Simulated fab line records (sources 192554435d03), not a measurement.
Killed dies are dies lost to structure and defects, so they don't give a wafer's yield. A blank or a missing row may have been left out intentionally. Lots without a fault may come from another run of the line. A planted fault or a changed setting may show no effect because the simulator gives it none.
Chamber matching + flow n5 finfet + 4 sister chambers for N5_BEOL_M4_DESCUM_16 on rie diel-05
The step chemistry O2, time 7 s. 22 wafers are shown with their chamber, then 11 later ones without.

== WAFERS WITH THEIR CHAMBER ==
| wafer  | chamber | showerhead plenum p Torr (Torr) | drypump motor current A (A) | throttle valve pct (%) |
|--------|---------|---------------------------------|-----------------------------|------------------------|
| L076.1 | 2       | 2.17                            | 5.6                         | 20.67                  |
| L076.2 | 0       | 2.16                            | 5.6                         | 20.78                  |
| L076.5 | 0       | 2.16                            | 5.6                         | 20.79                  |
| L077.1 | 0       | 2.16                            | 5.6                         | 20.76                  |
| L077.2 | 2       | 2.17                            | 5.5                         | 20.66                  |
| L077.5 | 3       | 1.99                            | 6.3                         | 20.48                  |
| L078.1 | 2       | 2.17                            | 5.6                         | 20.65                  |
| L078.4 | 0       | 2.16                            | 5.6                         | 20.79                  |
| L078.6 | 2       | 2.17                            | 5.6                         | 20.67                  |
| L083.1 | 2       | 2.16                            | 5.5                         | 20.66                  |
| L083.3 | 1       | 2.05                            | 6.5                         | 19.99                  |
| L083.4 | 1       | 2.05                            | 6.5                         | 19.99                  |
| L084.1 | 3       | 1.99                            | 6.2                         | 20.49                  |
| L084.3 | 2       | 2.16                            | 5.6                         | 20.68                  |
| L084.6 | 3       | 1.99                            | 6.2                         | 20.49                  |
| L085.1 | 1       | 2.05                            | 6.5                         | 19.99                  |
| L085.3 | 0       | 2.16                            | 5.6                         | 20.49                  |
| L085.6 | 0       | 2.16                            | 5.6                         | 20.48                  |
| L086.3 | 0       | 2.15                            | 5.6                         | 20.50                  |
| L086.4 | 1       | 2.05                            | 6.5                         | 20.00                  |
| L086.5 | 2       | 2.16                            | 5.6                         | 20.68                  |
| L090.2 | 0       | 2.15                            | 5.6                         | 20.50                  |

SIGNATURES, as means of the wafers listed above
| reading                  | chamber 0 | chamber 1 | chamber 2 | chamber 3 | scatter within a chamber |
|--------------------------|-----------|-----------|-----------|-----------|--------------------------|
| showerhead plenum p Torr | 2.1575    | 2.0500    | 2.1657    | 1.9900    | 0.00423                  |
| drypump motor current A  | 5.600     | 6.500     | 5.571     | 6.233     | 0.0341                   |
| throttle valve pct       | 20.6363   | 19.9925   | 20.6671   | 20.4867   | 0.0963                   |
Rule: a wafer's distance from a chamber is the root of the sum, over the readings, of the square of ((its reading less the chamber's mean) divided by the reading's scatter). If the next closest chamber is less than 2 further off than the closest, the wafer can't be placed; otherwise it belongs to the closest. The scatter is the square root of a quotient: the sum, over the shown wafers, of each reading's squared deviation from its chamber's mean, divided by wafers minus chambers.

== WAFERS WITHOUT THEIR CHAMBER ==
| wafer  | showerhead plenum p Torr (Torr) | drypump motor current A (A) | throttle valve pct (%) |
|--------|---------------------------------|-----------------------------|------------------------|
| L090.4 | 2.15                            | 5.6                         | 20.50                  |
| L090.6 | 2.05                            | 6.5                         | 20.03                  |
| L089.1 | 2.15                            | 5.6                         | 20.53                  |
| L089.3 | 2.16                            | 5.5                         | 20.68                  |
| L089.5 | 2.15                            | 5.6                         | 20.51                  |
| L091.1 | 2.25                            | 6.2                         | 20.26                  |
| L091.5 | 2.25                            | 6.3                         | 20.24                  |
| L091.6 | 2.16                            | 5.6                         | 20.70                  |
| L097.4 | 2.25                            | 6.2                         | 20.26                  |
| L097.5 | 2.15                            | 5.6                         | 20.55                  |
| L097.6 | 2.15                            | 5.6                         | 20.72                  |

== EACH ONE'S CHAMBER ==
| wafer  | from the rows above     | in truth |
|--------|-------------------------|----------|
| L090.4 | can't be placed: 0 or 2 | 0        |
| L090.6 | 1                       | 1        |
| L089.1 | can't be placed: 0 or 2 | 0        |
| L089.3 | can't be placed: 2 or 0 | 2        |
| L089.5 | can't be placed: 0 or 2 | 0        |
| L091.1 | can't be placed: 2 or 0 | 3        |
| L091.5 | can't be placed: 2 or 0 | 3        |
| L091.6 | can't be placed: 0 or 2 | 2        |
| L097.4 | can't be placed: 2 or 0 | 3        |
| L097.5 | 0                       | 0        |
| L097.6 | can't be placed: 0 or 2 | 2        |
Correctly placed: 2 of 11. Can't be placed from these rows: 9 (the true chamber is among the candidates in 6). 0 placed wrongly.
